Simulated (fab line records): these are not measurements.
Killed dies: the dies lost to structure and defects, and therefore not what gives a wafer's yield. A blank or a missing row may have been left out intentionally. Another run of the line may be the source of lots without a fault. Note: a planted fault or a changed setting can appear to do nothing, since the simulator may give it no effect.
fab line records	flow nandHarc
record lots=5	wafers=15	lastDay=25
route steps=1159 shown P_ZERO_WELL@42 P_STI@69
lots that met no fault: from a run of the same line without faults
startH: hours from the record's first day to the start of the lot's first wafer shown	waitH: time in hours since the lot's previous step	" as in the row above	L1.1+2: several wafers, shown together as one row	- either no value or no given start	* or withheld: withheld	< > ~ a bound
route shown NAME@n: a module of which the file shows steps, and the number in the route of the first	usual: mean/standard deviation taken from wafers without a fault	same: alike in all rows	chamber/n: place in a boat	sites: per-site readings	_std_site: the values' standard deviation	_edge_site: inner sites' mean taken away from outer sites' mean	radiusMm: for every site, how far away it sits from the centre of the wafer	mask NAME#n: copy n	behind: the tool/chamber that last shaped the wafer	hold: why the lot went on hold/how many hours it stayed there/how the hold came to an end	device: names the non-switching transistor (n, p or np)	end of line: the tests these same wafers got at the end of their route	where a step has no rows: the recipe by itself	killed: the dies lost at the first sort to structure and to defects; this is not the yield of the wafer	map: a wafer's dies, marking killed ones x, the rest . and places with no die _
set.NAME: the setting that was run; set.NAME@STEP: the one run at that earlier step	model.NAME: the simulator's own value behind a step, which no gauge read
certain route steps with their lots: each step a table, each wafer a row
services: the hour from which a tool's chamber was out of use, counted from the record's first day as startH (under 0 if before that day), plus the number of hours and why
## steps
# step NHARC_P_ZERO_WELL_PEB_35
# recipe pebTempC=118	pebTimeS=85
lot.wafer	tool	chamber	startH	waitH
L081.3+5+6	lithoTrack-02	0	58.16	0.1
L083.2+3+6	lithoTrack-03	0	69.90	0.1
L086.1+5+6	lithoTrack-05	0	88.02	0.1
L092.1+3+4	lithoTrack-02	0	124.03	0.1
L097.1+3+4	lithoTrack-02	0	153.94	0.1
# step NHARC_P_ZERO_WELL_DEVELOP_36
# recipe timeS=70
# same timeS=70
lot.wafer	tool	chamber	startH	waitH
L081.3+5+6	lithoTrack-02	0	-	-
L083.2+3+6	lithoTrack-03	0	-	-
L086.1+5+6	lithoTrack-05	0	-	-
L092.1+3+4	lithoTrack-02	0	-	-
L097.1+3+4	lithoTrack-02	0	-	-
# step NHARC_P_ZERO_WELL_CD_MEAS_37
# recipe targetCdNm=720	landingEnergyEv=500
# usual cdNm=719.4/1.7
lot.wafer	tool	chamber	startH	waitH	cdNm
L081.3	cdSem-03	0	58.26	-	718.9
L081.5	"	0	"	"	721.7
L081.6	"	0	"	"	720.8
L083.2	cdSem-02	0	69.99	-	722.5
L083.3	"	0	"	"	721.7
L083.6	"	0	"	"	719.3
L086.1	cdSem-01	0	88.11	-	719.5
L086.5	"	0	"	"	718.2
L086.6	"	0	"	"	720.7
L092.1	cdSem-03	0	124.12	-	718.8
L092.3	"	0	"	"	718.7
L092.4	"	0	"	"	721.7
L097.1	cdSem-02	0	154.03	-	718.5
L097.3	"	0	"	"	721.9
L097.4	"	0	"	"	719.9
# step NHARC_P_ZERO_WELL_HARDBAKE_38
# recipe tempC=125	timeS=80
# same timeS=80
lot.wafer	tool	chamber	startH	waitH
L081.3+5+6	lithoTrack-05	0	58.34	-
L083.2+3+6	lithoTrack-05	0	70.07	-
L086.1+5+6	lithoTrack-05	0	88.19	-
L092.1+3+4	lithoTrack-05	0	124.19	-
L097.1+3+4	lithoTrack-05	0	154.11	-
# step NHARC_P_ZERO_WELL_DESCUM_39
# recipe timeS=3	o2FlowSccm=200	arFlowSccm=0	biasPowerW=0	chemistry=O2
# usual drypumpMotorCurrentA=5.8/0.39	oesProductAu=1.001/0.0092	rfVppV=57.9/0.87	showerheadPlenumPTorr=1.96/0.06	throttleValvePct=11.313/0.0099
# same timeS=3
lot.wafer	tool	chamber	startH	waitH	drypumpMotorCurrentA	oesProductAu	rfHoursCounterH	rfVppV	showerheadPlenumPTorr	throttleValvePct
L081.3	rieDiel-11	3	58.41	-	5.8	1.016	2	58.2	1.97	11.305
L081.5	"	3	"	"	5.8	1.001	-	58.5	1.97	11.310
L081.6	"	0	"	"	6.0	0.994	-	58.8	1.98	11.323
L083.3	rieDiel-01	3	70.15	-	5.6	1.006	8	58.0	1.95	11.320
L083.2	"	1	"	"	6.1	1.018	7	59.7	2.04	11.314
L083.6	"	0	"	"	6.1	0.999	-	55.6	1.81	11.308
L086.1	rieDiel-07	1	88.32	-	5.2	1.005	2	58.4	2.05	11.332
L086.6	"	2	"	"	5.6	1.002	-	57.1	1.96	11.304
L086.5	"	3	"	"	6.4	0.991	-	57.2	1.92	11.317
L092.3	rieDiel-07	2	124.27	-	5.6	1.009	4	58.7	1.96	11.304
L092.1	"	0	"	"	5.4	0.985	5	58.7	1.94	11.305
L092.4	"	1	"	"	5.2	0.990	4	58.8	2.05	11.324
L097.4	rieDiel-01	0	154.20	-	6.1	0.998	0	56.2	1.81	11.310
L097.3	"	1	"	"	6.1	1.026	0	58.7	2.04	11.321
L097.1	"	3	"	"	5.6	1.000	0	59.8	1.95	11.302
# step NHARC_P_ZERO_WELL_IMPLANT_40
# recipe energyKev=300	doseCm2=1e+13	tiltDeg=7
lot.wafer	tool	chamber	startH	waitH
L081.3+5+6	implanter-02	0	58.62	0.2
L083.2+3+6	implanter-01	0	70.33	0.1
L086.1+5+6	implanter-01	0	88.43	0.1
L092.1+3+4	implanter-01	0	124.42	0.1
L097.1+3+4	implanter-02	0	154.35	0.1
# step NHARC_P_ZERO_WELL_IMPLANT_59
# recipe energyKev=120	doseCm2=5e+12	tiltDeg=7
lot.wafer	tool	chamber	startH	waitH
L081.3+5+6	implanter-02	0	58.80	0.2
L083.2+3+6	implanter-01	0	70.51	0.2
L086.1+5+6	implanter-01	0	88.61	0.1
L092.1+3+4	implanter-01	0	124.60	0.1
L097.1+3+4	implanter-02	0	154.53	0.2
# step NHARC_P_ZERO_WELL_IMPLANT_60
# recipe energyKev=30	doseCm2=2e+12	tiltDeg=7
lot.wafer	tool	chamber	startH	waitH
L081.3+5+6	implanter-02	0	58.98	0.2
L083.2+3+6	implanter-01	0	70.69	0.2
L086.1+5+6	implanter-01	0	88.79	0.2
L092.1+3+4	implanter-01	0	124.78	0.1
L097.1+3+4	implanter-02	0	154.71	0.1
# step NHARC_P_ZERO_WELL_STRIP_41
# recipe timeS=840	tempC=130	chemistry=SPM
# same timeS=840
lot.wafer	tool	chamber	startH	waitH
L081.3+5+6	wetBench-02	3,4,5	59.15	0.1
L083.6+2+3	wetBench-06	4,6,1	70.88	0.0
L086.6+1+5	wetBench-06	3,4,6	89.00	0.0
L092.1+3+4	wetBench-02	4,5,1	125.02	0.2
L097.1+3+4	wetBench-05	6,0,1	154.94	0.2
# step NHARC_P_ZERO_WELL_DEHYDRATE_44
# recipe tempC=150	timeS=120
# same timeS=120
lot.wafer	tool	chamber	startH	waitH
L081.3+5+6	lithoTrack-02	0	59.46	-
L083.2+3+6	lithoTrack-05	0	71.21	-
L086.1+5+6	lithoTrack-03	0	89.33	-
L092.1+3+4	lithoTrack-03	0	125.35	-
L097.1+3+4	lithoTrack-02	0	155.27	-
# step NHARC_P_ZERO_WELL_HMDS_45
# recipe timeS=30
# same timeS=30
lot.wafer	tool	chamber	startH	waitH
L081.3+5+6	lithoTrack-02	0	-	-
L083.2+3+6	lithoTrack-05	0	-	-
L086.1+5+6	lithoTrack-03	0	-	-
L092.1+3+4	lithoTrack-03	0	-	-
L097.1+3+4	lithoTrack-02	0	-	-
# step NHARC_P_ZERO_WELL_COAT_46
# recipe spinRpm=withheld
lot.wafer	tool	chamber	startH	waitH
L081.3+5+6	lithoTrack-02	0	-	-
L083.2+3+6	lithoTrack-05	0	-	-
L086.1+5+6	lithoTrack-03	0	-	-
L092.1+3+4	lithoTrack-03	0	-	-
L097.1+3+4	lithoTrack-02	0	-	-
# step NHARC_P_ZERO_WELL_SOFTBAKE_47
# recipe tempC=122	timeS=95
# same timeS=95
lot.wafer	tool	chamber	startH	waitH
L081.3+5+6	lithoTrack-02	0	-	-
L083.2+3+6	lithoTrack-05	0	-	-
L086.1+5+6	lithoTrack-03	0	-	-
L092.1+3+4	lithoTrack-03	0	-	-
L097.1+3+4	lithoTrack-02	0	-	-
# step NHARC_P_ZERO_WELL_EBR_48
lot.wafer	tool	chamber	startH	waitH
L081.3+5+6	lithoTrack-02	0	-	-
L083.2+3+6	lithoTrack-05	0	-	-
L086.1+5+6	lithoTrack-03	0	-	-
L092.1+3+4	lithoTrack-03	0	-	-
L097.1+3+4	lithoTrack-02	0	-	-
# step NHARC_P_ZERO_WELL_EXPOSE_49
# recipe na=0.6	targetCdNm=2000	doseMj=22.64	maskId=P_HVPW
# usual reticleTempC=22.98/0.1
lot.wafer	tool	chamber	startH	waitH	mask	reticleTempC
L081.3	krfScanner-02	0	59.62	-	P_HVPW#0	23.07
L081.5	"	0	"	"	P_HVPW#0	23.00
L081.6	"	0	"	"	P_HVPW#0	22.85
L083.2	krfScanner-01	0	71.36	-	P_HVPW#0	23.20
L083.3	"	0	"	"	P_HVPW#0	23.12
L083.6	"	0	"	"	P_HVPW#0	23.20
L086.1	krfScanner-02	0	89.60	-	P_HVPW#0	22.88
L086.5	"	0	"	"	P_HVPW#0	22.98
L086.6	"	0	"	"	P_HVPW#0	22.84
L092.1	krfScanner-01	0	125.49	-	P_HVPW#0	22.84
L092.3	"	0	"	"	P_HVPW#0	22.85
L092.4	"	0	"	"	P_HVPW#0	23.02
L097.1	krfScanner-01	0	155.41	-	P_HVPW#0	22.87
L097.3	"	0	"	"	P_HVPW#0	22.94
L097.4	"	0	"	"	P_HVPW#0	22.86
# step NHARC_P_ZERO_WELL_PEB_50
# recipe pebTempC=118	pebTimeS=85
lot.wafer	tool	chamber	startH	waitH
L081.3+5+6	lithoTrack-03	0	59.67	0.1
L083.2+3+6	lithoTrack-05	0	71.42	0.1
L086.1+5+6	lithoTrack-05	0	89.66	0.1
L092.1+3+4	lithoTrack-03	0	125.56	0.1
L097.1+3+4	lithoTrack-02	0	155.48	0.1
# step NHARC_P_ZERO_WELL_DEVELOP_51
# recipe timeS=70
# same timeS=70
lot.wafer	tool	chamber	startH	waitH
L081.3+5+6	lithoTrack-03	0	-	-
L083.2+3+6	lithoTrack-05	0	-	-
L086.1+5+6	lithoTrack-05	0	-	-
L092.1+3+4	lithoTrack-03	0	-	-
L097.1+3+4	lithoTrack-02	0	-	-
# step NHARC_P_ZERO_WELL_CD_MEAS_52
# recipe targetCdNm=2000	landingEnergyEv=500
# usual cdNm=2000.4/1.8
lot.wafer	tool	chamber	startH	waitH	cdNm
L081.3	cdSem-01	0	59.77	-	1998.6
L081.5	"	0	"	"	2001.7
L081.6	"	0	"	"	2000.8
L083.2	cdSem-02	0	71.51	-	2004.8
L083.3	"	0	"	"	2004.4
L083.6	"	0	"	"	2005.1
L086.1	cdSem-01	0	89.75	-	2000.0
L086.5	"	0	"	"	2001.0
L086.6	"	0	"	"	2002.5
L092.1	cdSem-01	0	125.65	-	1998.5
L092.3	"	0	"	"	2000.3
L092.4	"	0	"	"	2000.2
L097.1	cdSem-03	0	155.58	-	2001.8
L097.3	"	0	"	"	2001.3
L097.4	"	0	"	"	2001.4
# step NHARC_P_ZERO_WELL_HARDBAKE_53
# recipe tempC=125	timeS=80
# same timeS=80
lot.wafer	tool	chamber	startH	waitH
L081.3+5+6	lithoTrack-05	0	59.85	-
L083.2+3+6	lithoTrack-05	0	71.59	-
L086.1+5+6	lithoTrack-05	0	89.83	-
L092.1+3+4	lithoTrack-05	0	125.73	-
L097.1+3+4	lithoTrack-05	0	155.66	-
# step NHARC_P_ZERO_WELL_DESCUM_54
# recipe timeS=3	o2FlowSccm=200	arFlowSccm=0	biasPowerW=0	chemistry=O2
# usual drypumpMotorCurrentA=5.9/0.37	oesProductAu=1.000/0.009	rfVppV=57.9/0.91	showerheadPlenumPTorr=1.95/0.059	throttleValvePct=11.311/0.01
# same timeS=3
lot.wafer	tool	chamber	startH	waitH	drypumpMotorCurrentA	oesProductAu	rfHoursCounterH	rfVppV	showerheadPlenumPTorr	throttleValvePct
L081.3	rieDiel-11	0	59.95	-	6.0	0.986	3	56.5	1.98	11.314
L081.5	"	2	"	"	6.5	1.006	-	57.9	1.91	11.298
L081.6	"	3	"	"	5.8	0.999	-	55.9	1.97	11.306
L083.2	rieDiel-11	0	71.66	-	6.0	0.998	4	59.8	1.98	11.316
L083.3	"	1	"	"	6.1	0.982	4	58.3	1.94	11.318
L083.6	"	0	"	"	6.0	0.997	-	57.7	1.98	11.303
L086.1	rieDiel-07	2	89.94	-	5.6	0.991	1	57.4	1.96	11.316
L086.6	"	0	"	"	5.4	1.015	-	57.7	1.95	11.300
L086.5	"	1	"	"	5.2	0.996	-	59.5	2.05	11.325
L092.3	rieDiel-07	2	125.81	-	5.6	1.007	4	56.4	1.96	11.329
L092.1	"	3	"	"	6.3	1.005	5	58.0	1.92	11.323
L092.4	"	0	"	"	5.4	0.993	5	58.3	1.94	11.327
L097.4	rieDiel-01	3	155.74	-	5.6	0.986	0	57.7	1.95	11.304
L097.3	"	0	"	"	6.1	0.984	0	57.5	1.81	11.318
L097.1	"	1	"	"	6.1	1.012	0	58.2	2.04	11.315
# step NHARC_P_ZERO_WELL_IMPLANT_55
# recipe energyKev=180	doseCm2=8e+11	tiltDeg=7
lot.wafer	tool	chamber	startH	waitH
L081.3+5+6	implanter-01	0	60.13	0.2
L083.2+3+6	implanter-02	0	71.84	0.2
L086.1+5+6	implanter-01	0	90.06	0.1
L092.1+3+4	implanter-02	0	125.96	0.1
L097.1+3+4	implanter-01	0	155.89	0.1
# step NHARC_P_ZERO_WELL_IMPLANT_61
# recipe energyKev=30	doseCm2=5e+11	tiltDeg=7
lot.wafer	tool	chamber	startH	waitH
L081.3+5+6	implanter-01	0	60.31	0.1
L083.2+3+6	implanter-02	0	72.02	0.2
L086.1+5+6	implanter-01	0	90.24	0.2
L092.1+3+4	implanter-02	0	126.14	0.2
L097.1+3+4	implanter-01	0	156.07	0.1
# step NHARC_P_ZERO_WELL_STRIP_56
# recipe timeS=840	tempC=130	chemistry=SPM
# same timeS=840
lot.wafer	tool	chamber	startH	waitH
L081.3+5+6	wetBench-02	3,7,0	60.46	0.1
L083.2+3+6	wetBench-06	1,2,6	72.20	0.2
L086.5+1+6	wetBench-05	2,4,6	90.46	0.1
L092.4+3+1	wetBench-05	5,6,0	126.36	0.1
L097.3+4+1	wetBench-05	4,7,1	156.28	0.1
# step NHARC_P_ZERO_WELL_PRECLEAN_68
# recipe timeS=60	tempC=50	bathAgeMin=0	chemistry=SC1
# same timeS=60
lot.wafer	tool	chamber	startH	waitH
L081.3+5+6	wetBench-02	3,7,0	-	-
L083.2+3+6	wetBench-06	1,2,6	-	-
L086.5+1+6	wetBench-05	2,4,6	-	-
L092.4+3+1	wetBench-05	5,6,0	-	-
L097.3+4+1	wetBench-05	4,7,1	-	-
# step NHARC_P_ZERO_WELL_SRD_69
lot.wafer	tool	chamber	startH	waitH
L081.3+5+6	wetBench-02	3,7,0	-	-
L083.2+3+6	wetBench-06	1,2,6	-	-
L086.5+1+6	wetBench-05	2,4,6	-	-
L092.4+3+1	wetBench-05	5,6,0	-	-
L097.3+4+1	wetBench-05	4,7,1	-	-
# step NHARC_P_ZERO_WELL_RTA_42
# recipe tempC=1100	timeS=300
# usual lampPowerPct=40.0/1.6	wafer_temp_C_max=1107.0/1.5
# same timeS=300
lot.wafer	tool	chamber	startH	waitH	lampPowerPct	wafer_temp_C_max
L081.3	rtpAnneal-01	0	61.11	-	41.2	1107.6
L081.5	"	0	"	"	41.2	1110.4
L081.6	"	0	"	"	41.2	1108.1
L083.2	rtpAnneal-01	0	72.75	-	41.2	1107.6
L083.3	"	0	"	"	41.2	1106.6
L083.6	"	0	"	"	41.1	1108.3
L086.1	rtpAnneal-01	0	90.90	-	41.2	1107.7
L086.5	"	0	"	"	41.1	1108.2
L086.6	"	0	"	"	41.2	1107.2
L092.1	rtpAnneal-02	0	126.79	-	37.9	1106.4
L092.3	"	0	"	"	37.9	1107.5
L092.4	"	0	"	"	37.9	1106.9
L097.1	rtpAnneal-01	0	157.00	-	41.1	1108.3
L097.3	"	0	"	"	41.1	1108.3
L097.4	"	0	"	"	41.1	1109.1
# step NHARC_P_ZERO_WELL_INSPECT_43
# usual rawDefectCount=13/5.9
lot.wafer	tool	chamber	startH	waitH	rawDefectCount
L081.3	defectInspect-02	-	61.58	0.4	12
L081.5	"	-	"	"	8
L081.6	"	-	"	"	23
L083.2	defectInspect-01	-	73.31	0.5	13
L083.3	"	-	"	"	13
L083.6	"	-	"	"	15
L086.1	defectInspect-01	-	91.57	0.6	21
L086.5	"	-	"	"	6
L086.6	"	-	"	"	6
L092.1	defectInspect-02	-	127.46	0.6	11
L092.3	"	-	"	"	14
L092.4	"	-	"	"	19
L097.1	defectInspect-02	-	157.67	0.6	18
L097.3	"	-	"	"	5
L097.4	"	-	"	"	13
# step NHARC_P_STI_ETCH_26
# recipe targetDepthA=110	chemistry=dHF	material=SiO2
lot.wafer	tool	chamber	startH	waitH
L081.3+6+5	wetBench-04	3,5,6	61.67	0.1
L083.3+2+6	wetBench-04	3,4,6	73.36	0.0
L086.1+5+6	wetBench-04	6,7,2	91.65	0.1
L092.4+1+3	wetBench-03	0,1,2	127.54	0.1
L097.4+1+3	wetBench-04	7,1,2	157.74	0.1
# step NHARC_P_STI_PRECLEAN_27
# recipe timeS=*	tempC=50	bathAgeMin=0	chemistry=SC1
# same timeS=*
lot.wafer	tool	chamber	startH	waitH
L081.3+6+5	wetBench-04	3,5,6	61.77	0.1
L083.3+2+6	wetBench-04	3,4,6	73.44	0.1
L086.1+5+6	wetBench-04	6,7,2	91.76	0.1
L092.4+1+3	wetBench-03	0,1,2	127.59	0.0
L097.4+1+3	wetBench-04	7,1,2	157.79	0.0
# step NHARC_P_STI_SRD_28
lot.wafer	tool	chamber	startH	waitH
L081.3+6+5	wetBench-04	3,5,6	-	-
L083.3+2+6	wetBench-04	3,4,6	-	-
L086.1+5+6	wetBench-04	6,7,2	-	-
L092.4+1+3	wetBench-03	0,1,2	-	-
L097.4+1+3	wetBench-04	7,1,2	-	-
# step NHARC_P_STI_OXIDE_29
# recipe targetThkA=100	tempC=900	oxTimeS=1362	material=SiO2
# usual tubeCenterTempC=900/0.081	zonePowerBottomPct=28.9/2.5	zonePowerTopPct=33.8/0.72
lot.wafer	tool	chamber	startH	waitH	tubeCenterTempC	zonePowerBottomPct	zonePowerTopPct
L081.3	furnace-03	0	65.65	-	900.06	26.8	33.7
L081.5	"	0	"	"	899.9	26.5	33.2
L081.6	"	0	"	"	899.92	26.8	33.6
L083.2	furnace-02	0	74.82	-	899.95	32.4	34.2
L083.3	"	0	"	"	900.1	32.4	34.8
L083.6	"	0	"	"	900.01	32.3	34.8
L086.1	furnace-02	0	95.56	-	900.07	31.7	34.9
L086.5	"	0	"	"	900.01	32.4	34.9
L086.6	"	0	"	"	900.08	32.7	34.6
L092.1	furnace-03	0	135.60	-	899.98	27.0	32.8
L092.3	"	0	"	"	899.89	26.8	32.8
L092.4	"	0	"	"	899.91	26.8	33.0
L097.1	furnace-06	0	164.51	-	900.1	27.8	33.4
L097.3	"	0	"	"	900.05	28.5	33.7
L097.4	"	0	"	"	899.9	27.8	33.0
# step NHARC_P_STI_HM_DEP_30
# recipe targetThkA=800	tempC=790	pressureMtorr=300	timeS=873	material=Si3N4
# usual pressureMtorr=299.9/0.58	susceptorTempC=790.0/0.39	zonePowerBottomPct=21.2/1.1	zonePowerTopPct=27.2/2
# same timeS=873
lot.wafer	tool	chamber	startH	waitH	pressureMtorr	susceptorTempC	zonePowerBottomPct	zonePowerTopPct
L081.3	lpcvd-01	1	73.00	3.6	299.8	790.0	20.3	27.6
L081.5	"	1	"	"	299.6	789.8	20.7	27.0
L081.6	"	1	"	"	300.2	789.8	20.5	27.1
L083.2	lpcvd-01	1	82.13	3.6	300.0	790.1	20.7	27.0
L083.3	"	1	"	"	299.8	789.1	20.5	26.6
L083.6	"	1	"	"	299.7	790.3	20.4	26.7
L086.1	lpcvd-01	1	102.85	3.6	299.8	790.3	20.6	26.7
L086.5	"	1	"	"	299.6	790.8	20.5	27.2
L086.6	"	1	"	"	299.8	789.9	20.4	27.4
L092.1	lpcvd-01	0	142.93	3.6	300.7	789.8	20.7	27.1
L092.3	"	0	"	"	300.6	790.3	20.9	26.7
L092.4	"	0	"	"	300.2	789.9	20.5	27.0
L097.1	lpcvd-02	0	171.81	3.6	298.6	789.5	23.9	32.8
L097.3	"	0	"	"	299.4	790.2	24.2	32.5
L097.4	"	0	"	"	300.2	789.9	24.0	32.0
# step NHARC_P_STI_DEHYDRATE_01
# recipe tempC=150	timeS=120
# same timeS=120
lot.wafer	tool	chamber	startH	waitH
L081.3+5+6	lithoTrack-03	0	76.67	0.4
L083.2+3+6	lithoTrack-02	0	85.79	0.4
L086.1+5+6	lithoTrack-03	0	106.47	0.4
L092.1+3+4	lithoTrack-03	0	146.60	0.4
L097.1+3+4	lithoTrack-07	0	175.50	0.4
# step NHARC_P_STI_HMDS_02
# recipe timeS=30
# same timeS=30
lot.wafer	tool	chamber	startH	waitH
L081.3+5+6	lithoTrack-03	0	-	-
L083.2+3+6	lithoTrack-02	0	-	-
L086.1+5+6	lithoTrack-03	0	-	-
L092.1+3+4	lithoTrack-03	0	-	-
L097.1+3+4	lithoTrack-07	0	-	-
# step NHARC_P_STI_COAT_41
# recipe tempC=200	timeS=65
# same timeS=65
lot.wafer	tool	chamber	startH	waitH
L081.3+5+6	lithoTrack-03	0	-	-
L083.2+3+6	lithoTrack-02	0	-	-
L086.1+5+6	lithoTrack-03	0	-	-
L092.1+3+4	lithoTrack-03	0	-	-
L097.1+3+4	lithoTrack-07	0	-	-
# step NHARC_P_STI_COAT_03
# recipe spinRpm=2000	resistThkNm=600
lot.wafer	tool	chamber	startH	waitH
L081.3+5+6	lithoTrack-03	0	-	-
L083.2+3+6	lithoTrack-02	0	-	-
L086.1+5+6	lithoTrack-03	0	-	-
L092.1+3+4	lithoTrack-03	0	-	-
L097.1+3+4	lithoTrack-07	0	-	-
# step NHARC_P_STI_SOFTBAKE_04
# recipe tempC=125	timeS=70
# same timeS=70
lot.wafer	tool	chamber	startH	waitH
L081.3+5+6	lithoTrack-03	0	-	-
L083.2+3+6	lithoTrack-02	0	-	-
L086.1+5+6	lithoTrack-03	0	-	-
L092.1+3+4	lithoTrack-03	0	-	-
L097.1+3+4	lithoTrack-07	0	-	-
# step NHARC_P_STI_EBR_05
lot.wafer	tool	chamber	startH	waitH
L081.3+5+6	lithoTrack-03	0	-	-
L083.2+3+6	lithoTrack-02	0	-	-
L086.1+5+6	lithoTrack-03	0	-	-
L092.1+3+4	lithoTrack-03	0	-	-
L097.1+3+4	lithoTrack-07	0	-	-
# step NHARC_P_STI_EXPOSE_06
# recipe na=0.55	targetCdNm=200	doseMj=37.69	maskId=P_STI
# usual reticleTempC=23.04/0.12
lot.wafer	tool	chamber	startH	waitH	mask	reticleTempC
L081.3	krfScanner-03	0	76.97	-	P_STI#0	23.10
L081.5	"	0	"	"	P_STI#0	23.15
L081.6	"	0	"	"	P_STI#0	23.08
L083.2	krfScanner-02	0	86.24	-	P_STI#0	23.24
L083.3	"	0	"	"	P_STI#0	23.09
L083.6	"	0	"	"	P_STI#0	23.03
L086.1	krfScanner-04	0	106.64	-	P_STI#0	22.91
L086.5	"	0	"	"	P_STI#0	23.02
L086.6	"	0	"	"	P_STI#0	22.94
L092.1	krfScanner-02	0	146.93	-	P_STI#0	23.01
L092.3	"	0	"	"	P_STI#0	23.04
L092.4	"	0	"	"	P_STI#0	22.95
L097.1	krfScanner-02	0	175.66	-	P_STI#0	23.26
L097.3	"	0	"	"	P_STI#0	23.11
L097.4	"	0	"	"	P_STI#0	23.10
# step NHARC_P_STI_PEB_07
# recipe pebTempC=128	pebTimeS=80
lot.wafer	tool	chamber	startH	waitH
L081.3+5+6	lithoTrack-07	0	77.03	0.1
L083.2+3+6	lithoTrack-02	0	86.30	0.1
L086.1+5+6	lithoTrack-03	0	106.70	0.1
L092.1+3+4	lithoTrack-02	0	146.99	0.1
L097.1+3+4	lithoTrack-02	0	175.73	0.1
# step NHARC_P_STI_DEVELOP_08
# recipe timeS=50	devTempC=22
# usual developerTempC=22.00/0.1
# same timeS=50
lot.wafer	tool	chamber	startH	waitH	developerTempC
L081.3	lithoTrack-07	0	-	-	21.87
L081.5	"	0	"	"	21.98
L081.6	"	0	"	"	22.02
L083.2	lithoTrack-02	0	-	-	21.97
L083.3	"	0	"	"	22.07
L083.6	"	0	"	"	22.02
L086.1	lithoTrack-03	0	-	-	22.24
L086.5	"	0	"	"	22.10
L086.6	"	0	"	"	22.12
L092.1	lithoTrack-02	0	-	-	22.13
L092.3	"	0	"	"	21.98
L092.4	"	0	"	"	22.11
L097.1	lithoTrack-02	0	-	-	22.06
L097.3	"	0	"	"	22.04
L097.4	"	0	"	"	22.04
# step NHARC_P_STI_CD_MEAS_09
# recipe targetCdNm=200	landingEnergyEv=500
# usual cdNm=200.5/2.3
lot.wafer	tool	chamber	startH	waitH	cdNm
L081.3	cdSem-02	0	77.12	-	198.5
L081.5	"	0	"	"	205.6
L081.6	"	0	"	"	198.9
L083.2	cdSem-02	0	86.39	-	196.5
L083.3	"	0	"	"	201.6
L083.6	"	0	"	"	199.7
L086.1	cdSem-03	0	106.79	-	199.2
L086.5	"	0	"	"	200.5
L086.6	"	0	"	"	201.5
L092.1	cdSem-03	0	147.08	-	202.7
L092.3	"	0	"	"	200.1
L092.4	"	0	"	"	198.1
L097.1	cdSem-02	0	175.81	-	197.1
L097.3	"	0	"	"	199.0
L097.4	"	0	"	"	201.2
# step NHARC_P_STI_OVL_MEAS_10
# usual overlayXNm=0/5.9	overlayYNm=0/6.2
lot.wafer	tool	chamber	startH	waitH	overlayXNm	overlayYNm
L081.3	overlay-01	-	77.20	-	-12	3
L081.5	"	-	"	"	-12	3
L081.6	"	-	"	"	-12	4
L083.2	overlay-01	-	86.48	-	6	-9
L083.3	"	-	"	"	5	-9
L083.6	"	-	"	"	6	-9
L086.1	overlay-01	-	106.87	-	-4	-5
L086.5	"	-	"	"	-4	-6
L086.6	"	-	"	"	-3	-5
L092.1	overlay-02	-	147.17	-	-3	-13
L092.3	"	-	"	"	-3	-12
L092.4	"	-	"	"	-3	-13
L097.1	overlay-02	-	175.90	-	-2	-1
L097.3	"	-	"	"	-1	-1
L097.4	"	-	"	"	-1	-1
# step NHARC_P_STI_INSPECT_11
# usual rawDefectCount=6/3.3
lot.wafer	tool	chamber	startH	waitH	rawDefectCount
L081.3	defectInspect-01	-	77.24	0.0	4
L081.5	"	-	"	"	14
L081.6	"	-	"	"	5
L083.2	defectInspect-02	-	86.52	0.0	9
L083.3	"	-	"	"	2
L083.6	"	-	"	"	2
L086.1	defectInspect-01	-	106.91	0.0	5
L086.5	"	-	"	"	8
L086.6	"	-	"	"	0
L092.1	defectInspect-01	-	147.21	0.0	4
L092.3	"	-	"	"	2
L092.4	"	-	"	"	6
L097.1	defectInspect-02	-	175.94	0.0	12
L097.3	"	-	"	"	12
L097.4	"	-	"	"	6
# step NHARC_P_STI_HARDBAKE_13
# recipe tempC=118	timeS=65
# same timeS=65
lot.wafer	tool	chamber	startH	waitH
L081.3+5+6	lithoTrack-07	0	77.30	0.1
L083.2+3+6	lithoTrack-07	0	86.58	0.1
L086.1+5+6	lithoTrack-02	0	106.97	0.1
L092.1+3+4	lithoTrack-02	0	147.26	0.1
L097.1+3+4	lithoTrack-02	0	175.99	0.1
# step NHARC_P_STI_DESCUM_14
# recipe timeS=3	o2FlowSccm=200	arFlowSccm=0	biasPowerW=0	chemistry=O2
# usual drypumpMotorCurrentA=5.8/0.55	oesProductAu=0.997/0.01	rfVppV=57.9/1	showerheadPlenumPTorr=1.96/0.07	throttleValvePct=11.312/0.0083
# same timeS=3
lot.wafer	tool	chamber	startH	waitH	drypumpMotorCurrentA	oesProductAu	rfHoursCounterH	rfVppV	showerheadPlenumPTorr	throttleValvePct
L081.3	rieDiel-04	3	77.37	-	5.3	0.999	3.3	58.2	2.02	11.312
L081.6	"	3	"	"	5.4	0.994	-	58.3	2.03	11.313
L081.5	"	0	"	"	6.1	0.988	-	58.4	1.87	11.318
L083.3	rieDiel-09	2	86.67	-	4.9	0.993	0.0	56.5	2.02	11.312
L083.2	"	3	"	"	6.6	1.005	0.0	57.4	1.79	11.312
L083.6	"	0	"	"	6.4	0.998	-	57.3	1.98	11.313
L086.1	rieDiel-04	1	107.05	-	6.4	0.998	4.0	57.9	1.89	11.311
L086.5	"	1	"	"	6.4	0.995	-	57.7	1.89	11.306
L086.6	"	2	"	"	4.9	0.998	-	57.9	2.01	11.312
L092.3	rieDiel-08	1	147.35	-	5.8	0.988	1.3	57.7	1.99	11.307
L092.1	"	2	"	"	5.3	0.990	1.1	59.6	1.98	11.315
L092.4	"	3	"	"	6.2	0.994	0.8	54.7	1.96	11.322
L097.1	rieDiel-04	2	176.07	-	4.9	0.988	1.4	60.0	2.01	11.330
L097.3	"	3	"	"	5.3	1.017	1.4	58.8	2.02	11.297
L097.4	"	1	"	"	6.4	1.008	1.4	56.6	1.89	11.329
## services
tool	chamber	startH	hours	kind
krfScanner-02	-	38.00	4.0	pm
lithoTrack-03	-	38.00	7.0	pm
rieDiel-01	1	38.12	18.8	repair
rieDiel-07	-	46.53	1.2	repair
lpcvd-01	-	48.27	0.9	repair
rieDiel-07	-	51.75	9.0	pm
lpcvd-01	-	53.78	0.5	repair
implanter-02	-	61.06	1.1	repair
implanter-01	-	61.94	1.9	repair
lithoTrack-05	-	62.00	7.0	pm
rieDiel-04	3	63.40	6.1	repair
implanter-02	-	79.31	2.2	repair
rieDiel-11	2	80.05	3.4	repair
krfScanner-01	-	84.00	4.0	pm
implanter-02	-	85.00	13.0	pm
rieDiel-11	1	92.54	1.8	repair
rieDiel-04	1	105.32	1.3	repair
rieDiel-04	-	111.90	9.0	pm
wetBench-06	-	129.60	8.0	pm
rieDiel-01	-	137.80	9.0	pm
implanter-02	-	138.62	0.9	repair
wetBench-03	-	146.40	8.0	pm
wetBench-04	-	163.20	8.0	pm
lithoTrack-02	-	165.01	7.0	pm
## key
fault none
